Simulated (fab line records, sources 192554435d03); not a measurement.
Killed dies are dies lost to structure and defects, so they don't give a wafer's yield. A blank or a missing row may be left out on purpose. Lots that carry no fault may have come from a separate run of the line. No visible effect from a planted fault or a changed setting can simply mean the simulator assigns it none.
Which of the tools did it?	flow n5-finfet	24 lots, 72 wafers sampled, at 6 steps of a route of 1938

== WHAT THE GAUGES SHOWED, per wafer ==
No reading from a measuring or inspecting step in the record can be judged against a usual standard deviation.

== WHICH TOOL RAN EACH LOT (tool, then ch and the chambers of the sampled wafers, then the start) ==
lot	N5_BEOL_M1_STRIP_36	N5_BEOL_M1_SPUTTER_81	N5_BEOL_M1_SPUTTER_92	N5_BEOL_M2_ETCH_64	N5_BEOL_M2_STRIP_97	N5_BEOL_M2_DEGAS_44
L074	rie-diel-01 ch 0,1,3, day 6 15:35	pvd-sputter-01, day 6 17:05	pvd-sputter-01, day 6 17:58	rie-diel-04 ch 0,2,3, day 6 21:26	rie-diel-04 ch 0,1,3, day 6 23:15 or earlier	pvd-sputter-03, day 6 23:15
L077	rie-diel-03 ch 0,2,3, day 6 22:56	pvd-sputter-02, day 7 01:53	pvd-sputter-02, day 7 02:46	rie-diel-04 ch 0,2, day 7 06:46	rie-diel-05 ch 0,3, day 7 14:31 or earlier	pvd-sputter-02, day 7 14:31
L075	rie-diel-06 ch 0,3, day 7 02:56	pvd-sputter-01, day 7 04:39	pvd-sputter-01, day 7 05:32	rie-diel-04 ch 0,1,3, day 7 10:02	rie-diel-05 ch 1,3, day 7 18:14 or earlier	pvd-sputter-03, day 7 18:14
L076	rie-diel-03 ch 0,2, day 7 03:03	pvd-sputter-02, day 7 04:53	pvd-sputter-02, day 7 05:46	rie-diel-02 ch 0,1,3, day 7 08:06	rie-diel-02 ch 0,1,3, day 7 17:40 or earlier	pvd-sputter-02, day 7 17:40
L078	rie-diel-01 ch 0,1,2, day 7 06:08	pvd-sputter-02, day 7 07:56	pvd-sputter-02, day 7 08:49	rie-diel-04 ch 0,2,3, day 7 11:17	rie-diel-02 ch 1,2, day 7 20:52 or earlier	pvd-sputter-01, day 7 20:52
L080	rie-diel-01 ch 2,3, day 7 16:51	pvd-sputter-02, day 7 18:35	pvd-sputter-02, day 7 19:28	rie-diel-04 ch 2,3, day 8 00:11	rie-diel-02 ch 0,2,3, day 8 01:50 or earlier	pvd-sputter-01, day 8 01:50
L079	rie-diel-06 ch 0,1,2, day 7 16:53	pvd-sputter-03, day 7 18:46	pvd-sputter-03, day 7 19:38	rie-diel-04 ch 0,3, day 8 00:32	rie-diel-02 ch 2,3, day 8 02:18 or earlier	pvd-sputter-01, day 8 02:18
L081	rie-diel-06 ch 0,2,3, day 7 23:49	pvd-sputter-03, day 8 01:52	pvd-sputter-03, day 8 02:44	rie-diel-05 ch 1,2, day 8 05:58	rie-diel-05 ch 0,3, day 8 09:32 or earlier	pvd-sputter-02, day 8 09:32
L082	rie-diel-01 ch 2,3, day 8 04:58	pvd-sputter-03, day 8 08:17	pvd-sputter-03, day 8 09:10	rie-diel-02 ch 1,2,3, day 8 13:34	rie-diel-02 ch 1,2, day 8 16:48 or earlier	pvd-sputter-03, day 8 16:48
L083	rie-diel-06 ch 1,3, day 8 18:53	pvd-sputter-02, day 8 20:56	pvd-sputter-02, day 8 21:49	rie-diel-02 ch 0,2,3, day 9 00:49	rie-diel-04 ch 1,2,3, day 9 04:40 or earlier	pvd-sputter-03, day 9 04:40
L085	rie-diel-01 ch 0,1,3, day 9 08:42	pvd-sputter-01, day 9 10:24	pvd-sputter-01, day 9 11:17	rie-diel-02 ch 1,3, day 9 15:52	rie-diel-02 ch 1,2,3, day 9 20:06 or earlier	pvd-sputter-03, day 9 20:06
L086	rie-diel-03 ch 1,2,3, day 9 16:20	pvd-sputter-01, day 9 19:40	pvd-sputter-01, day 9 20:32	rie-diel-02 ch 1,2,3, day 9 23:37	rie-diel-02 ch 0,1,2, day 10 05:53 or earlier	pvd-sputter-01, day 10 05:53
L084	rie-diel-01 ch 0,3, day 9 21:08	pvd-sputter-02, day 9 22:50	pvd-sputter-02, day 9 23:43	rie-diel-02 ch 0,1,2, day 10 03:40	rie-diel-02 ch 0,1,3, day 10 06:45 or earlier	pvd-sputter-02, day 10 06:45
L087	rie-diel-06 ch 0,2, day 9 21:11	pvd-sputter-03, day 9 22:54	pvd-sputter-03, day 9 23:47	rie-diel-05 ch 2,3, day 10 04:19	rie-diel-05 ch 2,3, day 10 09:01 or earlier	pvd-sputter-01, day 10 09:01
L088	rie-diel-03 ch 2,3, day 9 23:10	pvd-sputter-01, day 10 00:43	pvd-sputter-01, day 10 01:36	rie-diel-05 ch 2,3, day 10 05:05	rie-diel-02 ch 2,3, day 10 09:10 or earlier	pvd-sputter-01, day 10 09:10
L090	rie-diel-01 ch 1,2,3, day 10 04:56	pvd-sputter-01, day 10 06:31	pvd-sputter-01, day 10 07:24	rie-diel-05 ch 0,2,3, day 10 10:37	rie-diel-04 ch 0,1,2, day 10 15:21 or earlier	pvd-sputter-03, day 10 15:21
L089	rie-diel-01 ch 2,3, day 10 07:19	pvd-sputter-03, day 10 09:03	pvd-sputter-03, day 10 09:56	rie-diel-02 ch 0,2,3, day 10 13:13	rie-diel-02 ch 1,2,3, day 10 18:45 or earlier	pvd-sputter-01, day 10 18:45
L091	rie-diel-06 ch 0,1,2, day 10 14:31	pvd-sputter-03, day 10 16:05	pvd-sputter-03, day 10 16:58	rie-diel-02 ch 1,2,3, day 10 19:41	rie-diel-04 ch 0,2,3, day 11 02:06 or earlier	pvd-sputter-02, day 11 02:06
L092	rie-diel-01 ch 2,3, day 11 00:49	pvd-sputter-03, day 11 02:32	pvd-sputter-03, day 11 03:25	rie-diel-05 ch 1,2, day 11 06:24	rie-diel-05 ch 0,1,3, day 11 11:37 or earlier	pvd-sputter-03, day 11 11:37
L093	rie-diel-01 ch 1,2,3, day 11 01:14	pvd-sputter-02, day 11 02:38	pvd-sputter-02, day 11 03:31	rie-diel-05 ch 0,2,3, day 11 06:38	rie-diel-02 ch 0,1,3, day 11 22:31 or earlier	pvd-sputter-03, day 11 22:31
L094	rie-diel-03 ch 1,2, day 11 08:18	pvd-sputter-03, day 11 09:58	pvd-sputter-03, day 11 10:51	rie-diel-02 ch 0,3, day 11 13:47	rie-diel-04 ch 2,3, day 12 02:57 or earlier	pvd-sputter-01, day 12 02:57
L095	rie-diel-06 ch 0,1,2, day 11 11:53	pvd-sputter-01, day 11 14:31	pvd-sputter-01, day 11 15:23	rie-diel-05 ch 0,2,3, day 11 22:16	rie-diel-04 ch 2,3, day 12 03:19 or earlier	pvd-sputter-03, day 12 03:19
L096	rie-diel-01 ch 0,1,3, day 11 13:56	pvd-sputter-02, day 11 16:19	pvd-sputter-02, day 11 17:12	rie-diel-05 ch 0,2,3, day 11 22:34	rie-diel-02 ch 1,2,3, day 12 07:47 or earlier	pvd-sputter-01, day 12 07:47
L097	rie-diel-03 ch 0,2,3, day 12 07:04	pvd-sputter-01, day 12 08:37	pvd-sputter-01, day 12 09:30	rie-diel-02 ch 0,1,3, day 12 12:31	rie-diel-02 ch 0,2,3, day 12 14:14 or earlier	pvd-sputter-02, day 12 14:14
- N5_BEOL_M1_STRIP_36: strips in N2/H2.
- N5_BEOL_M1_SPUTTER_81: material Cu, target thk 4.5 nm, time 8.29 s.
- N5_BEOL_M1_SPUTTER_92: material Cu, target thk 4.5 nm, time 8.29 s.
- N5_BEOL_M2_ETCH_64: etches SOC in N2/H2, target depth 75 nm, overetch 22.5 nm, time 121.9 s.
- N5_BEOL_M2_STRIP_97: strips in N2/H2, time 10 s.
- N5_BEOL_M2_DEGAS_44: time 60 s.

== WHAT THE TOOLS THEMSELVES READ (means of the sampled wafers that have a number; where no wafer has one, the mark that the record gives instead) ==
N5_BEOL_M1_STRIP_36. Usual: drypump-motor-current-A 5.7 A, standard deviation 0.38; oes-product-au 0.78 a.u., standard deviation 0.082; rf-vpp-V 59.3 V, standard deviation 1.4; showerhead-plenum-p-Torr 2.54 Torr, standard deviation 0.096; throttle-valve-pct 23.5 %, standard deviation 0.41.
lot	tool	drypump-motor-current-A (A)	oes-product-au (a.u.)	rf-vpp-V (V)	showerhead-plenum-p-Torr (Torr)	throttle-valve-pct (%)	flag
L074	rie-diel-01	5.8	0.79	59.6	2.55	23.4	
L077	rie-diel-03	5.4	0.78	58.6	2.60	23.8	
L075	rie-diel-06	5.5	0.87	59.4	2.60	23.4	
L076	rie-diel-03	5.2	0.80	56.7	2.53	23.3	
L078	rie-diel-01	5.7	0.72	60.0	2.52	23.6	
L080	rie-diel-01	6.1	0.77	59.3	2.43	23.5	
L079	rie-diel-06	5.6	0.82	60.1	2.52	23.4	
L081	rie-diel-06	5.4	0.82	59.0	2.55	23.6	
L082	rie-diel-01	6.2	0.83	60.3	2.45	23.3	
L083	rie-diel-06	5.5	0.84	61.1	2.64	23.4	
L085	rie-diel-01	5.7	0.76	59.3	2.54	23.5	
L086	rie-diel-03	5.7	0.74	59.0	2.58	23.7	
L084	rie-diel-01	5.6	0.76	60.8	2.58	23.6	
L087	rie-diel-06	5.6	0.82	59.9	2.48	23.5	
L088	rie-diel-03	5.6	0.69	59.0	2.57	24.2	
L090	rie-diel-01	6.0	0.76	57.7	2.46	23.4	
L089	rie-diel-01	6.1	0.76	59.4	2.42	23.5	
L091	rie-diel-06	5.7	0.82	59.1	2.51	23.4	
L092	rie-diel-01	6.2	0.74	58.9	2.42	23.5	
L093	rie-diel-01	6.1	0.75	59.7	2.46	23.4	
L094	rie-diel-03	5.5	0.74	58.2	2.52	23.2	
L095	rie-diel-06	5.6	0.80	59.8	2.51	23.5	
L096	rie-diel-01	5.8	0.75	58.8	2.54	23.5	
L097	rie-diel-03	5.4	0.83	58.9	2.58	23.8	

N5_BEOL_M1_SPUTTER_81. Usual: 29.6 % for throttle-valve-pct, sd 1.
lot	tool	throttle-valve-pct (%)	flag
L074	pvd-sputter-01	30.0	
L077	pvd-sputter-02	30.2	
L075	pvd-sputter-01	29.5	
L076	pvd-sputter-02	29.6	
L078	pvd-sputter-02	30.2	
L080	pvd-sputter-02	29.8	
L079	pvd-sputter-03	30.0	
L081	pvd-sputter-03	29.0	
L082	pvd-sputter-03	28.9	
L083	pvd-sputter-02	29.8	
L085	pvd-sputter-01	29.4	
L086	pvd-sputter-01	30.2	
L084	pvd-sputter-02	29.8	
L087	pvd-sputter-03	29.1	
L088	pvd-sputter-01	30.4	
L090	pvd-sputter-01	29.6	
L089	pvd-sputter-03	29.6	
L091	pvd-sputter-03	29.7	
L092	pvd-sputter-03	29.1	
L093	pvd-sputter-02	30.1	
L094	pvd-sputter-03	29.0	
L095	pvd-sputter-01	30.0	
L096	pvd-sputter-02	30.1	
L097	pvd-sputter-01	30.3	

N5_BEOL_M1_SPUTTER_92. Usual: 29.7 % for throttle-valve-pct, sd 1.
lot	tool	throttle-valve-pct (%)	flag
L074	pvd-sputter-01	30.2	
L077	pvd-sputter-02	30.2	
L075	pvd-sputter-01	29.5	
L076	pvd-sputter-02	29.6	
L078	pvd-sputter-02	30.3	
L080	pvd-sputter-02	29.8	
L079	pvd-sputter-03	30.1	
L081	pvd-sputter-03	29.1	
L082	pvd-sputter-03	29.1	
L083	pvd-sputter-02	29.7	
L085	pvd-sputter-01	29.4	
L086	pvd-sputter-01	30.1	
L084	pvd-sputter-02	29.7	
L087	pvd-sputter-03	29.0	
L088	pvd-sputter-01	30.3	
L090	pvd-sputter-01	29.5	
L089	pvd-sputter-03	29.6	
L091	pvd-sputter-03	29.7	
L092	pvd-sputter-03	29.1	
L093	pvd-sputter-02	30.2	
L094	pvd-sputter-03	28.9	
L095	pvd-sputter-01	30.0	
L096	pvd-sputter-02	30.1	
L097	pvd-sputter-01	30.5	

N5_BEOL_M2_ETCH_64. Usual: drypump-motor-current-A 5.5 A, standard deviation 0.36; oes-product-au 0.58 a.u., standard deviation 0.058; rf-vpp-V 523.8 V, standard deviation 3; showerhead-plenum-p-Torr 2.54 Torr, standard deviation 0.098; throttle-valve-pct 17.81 %, standard deviation 0.23.
lot	tool	drypump-motor-current-A (A)	oes-product-au (a.u.)	rf-vpp-V (V)	showerhead-plenum-p-Torr (Torr)	throttle-valve-pct (%)	flag
L074	rie-diel-04	5.4	0.59	520.8	2.45	17.77	
L077	rie-diel-04	5.5	0.59	521.6	2.45	17.83	
L075	rie-diel-04	5.6	0.54	522.4	2.49	17.92	
L076	rie-diel-02	5.4	0.64	523.0	2.54	17.69	
L078	rie-diel-04	5.4	0.58	521.7	2.44	17.78	
L080	rie-diel-04	5.4	0.58	520.9	2.44	17.73	
L079	rie-diel-04	5.7	0.54	520.9	2.42	17.87	
L081	rie-diel-05	5.8	0.55	524.3	2.57	17.90	
L082	rie-diel-02	5.4	0.63	525.5	2.60	17.67	
L083	rie-diel-02	5.7	0.59	523.4	2.55	17.89	
L085	rie-diel-02	5.1	0.65	525.1	2.58	17.50	
L086	rie-diel-02	5.4	0.61	525.2	2.60	17.70	
L084	rie-diel-02	5.5	0.57	523.4	2.55	17.87	
L087	rie-diel-05	5.8	0.57	526.7	2.66	17.81	
L088	rie-diel-05	5.8	0.62	527.3	2.68	17.76	
L090	rie-diel-05	5.5	0.60	526.4	2.63	17.67	
L089	rie-diel-02	5.7	0.58	523.6	2.54	17.92	
L091	rie-diel-02	5.4	0.61	526.0	2.59	17.70	
L092	rie-diel-05	5.8	0.54	524.7	2.56	17.94	
L093	rie-diel-05	5.5	0.59	525.9	2.63	17.69	
L094	rie-diel-02	5.5	0.61	523.3	2.52	17.79	
L095	rie-diel-05	5.5	0.59	525.1	2.63	17.69	
L096	rie-diel-05	5.5	0.59	526.7	2.63	17.69	
L097	rie-diel-02	5.4	0.59	523.3	2.52	17.76	

N5_BEOL_M2_STRIP_97. Usual: drypump-motor-current-A 5.5 A, standard deviation 0.38; oes-product-au 0.78 a.u., standard deviation 0.085; rf-vpp-V 59.1 V, standard deviation 0.97; showerhead-plenum-p-Torr 2.54 Torr, standard deviation 0.094; throttle-valve-pct 23.59 %, standard deviation 0.28.
lot	tool	drypump-motor-current-A (A)	oes-product-au (a.u.)	rf-vpp-V (V)	showerhead-plenum-p-Torr (Torr)	throttle-valve-pct (%)	flag
L074	rie-diel-04	5.6	0.71	58.7	2.48	23.68	
L077	rie-diel-05	5.4	0.89	59.7	2.66	23.41	
L075	rie-diel-05	5.6	0.81	60.0	2.52	23.75	
L076	rie-diel-02	5.3	0.84	60.2	2.53	23.56	
L078	rie-diel-02	5.6	0.77	60.6	2.62	23.53	
L080	rie-diel-02	5.7	0.78	59.2	2.55	23.70	
L079	rie-diel-02	5.7	0.77	59.3	2.62	23.56	
L081	rie-diel-05	5.5	0.87	59.5	2.66	23.41	
L082	rie-diel-02	5.2	0.82	58.8	2.60	23.40	
L083	rie-diel-04	5.2	0.76	59.4	2.49	23.51	
L085	rie-diel-02	5.4	0.81	59.4	2.59	23.43	
L086	rie-diel-02	5.5	0.75	58.9	2.55	23.70	
L084	rie-diel-02	5.4	0.81	58.9	2.52	23.59	
L087	rie-diel-05	5.8	0.76	59.0	2.65	23.66	
L088	rie-diel-02	5.6	0.82	59.3	2.58	23.46	
L090	rie-diel-04	5.3	0.76	58.5	2.49	23.63	
L089	rie-diel-02	5.4	0.80	59.3	2.59	23.44	
L091	rie-diel-04	5.5	0.74	57.4	2.43	23.59	
L092	rie-diel-05	5.4	0.79	59.6	2.56	23.55	
L093	rie-diel-02	5.4	0.79	58.4	2.51	23.61	
L094	rie-diel-04	5.4	0.74	58.0	2.43	23.50	
L095	rie-diel-04	5.3	0.74	59.0	2.42	23.49	
L096	rie-diel-02	5.4	0.79	59.1	2.58	23.47	
L097	rie-diel-02	5.7	0.74	59.5	2.53	23.75	

N5_BEOL_M2_DEGAS_44. Usual: 343 W for heater-power-w, sd 58.
lot	tool	heater-power-w (W)	flag
L074	pvd-sputter-03	356	
L077	pvd-sputter-02	368	
L075	pvd-sputter-03	309	
L076	pvd-sputter-02	366	
L078	pvd-sputter-01	335	
L080	pvd-sputter-01	304	
L079	pvd-sputter-01	313	
L081	pvd-sputter-02	312	
L082	pvd-sputter-03	383	
L083	pvd-sputter-03	289	
L085	pvd-sputter-03	315	
L086	pvd-sputter-01	333	
L084	pvd-sputter-02	398	
L087	pvd-sputter-01	321	
L088	pvd-sputter-01	320	
L090	pvd-sputter-03	379	
L089	pvd-sputter-01	329	
L091	pvd-sputter-02	355	
L092	pvd-sputter-03	305	
L093	pvd-sputter-03	305	
L094	pvd-sputter-01	331	
L095	pvd-sputter-03	306	
L096	pvd-sputter-01	332	
L097	pvd-sputter-02	350	

== THE ANSWER, worked out from the rows above alone ==
Rule: lot off if the mean of its wafers having a number is beyond 3 standard deviations from the usual mean. Also off: a lot with no number at a reading for which 4 or more lots have one. Any other lot the step has rows for is counted as sound. After the gauges, taken in route order, come the tools' own readings; for these a lot's mean is taken, as printed above. The first step at which some lot is off is used, and at that step the reading that is off furthest; a lot without a number counts as furthest.
Across all readings shown, no lot is off: no conclusion can be drawn from this.

== WHAT HAD BEEN PUT IN BY THE SIMULATOR ==
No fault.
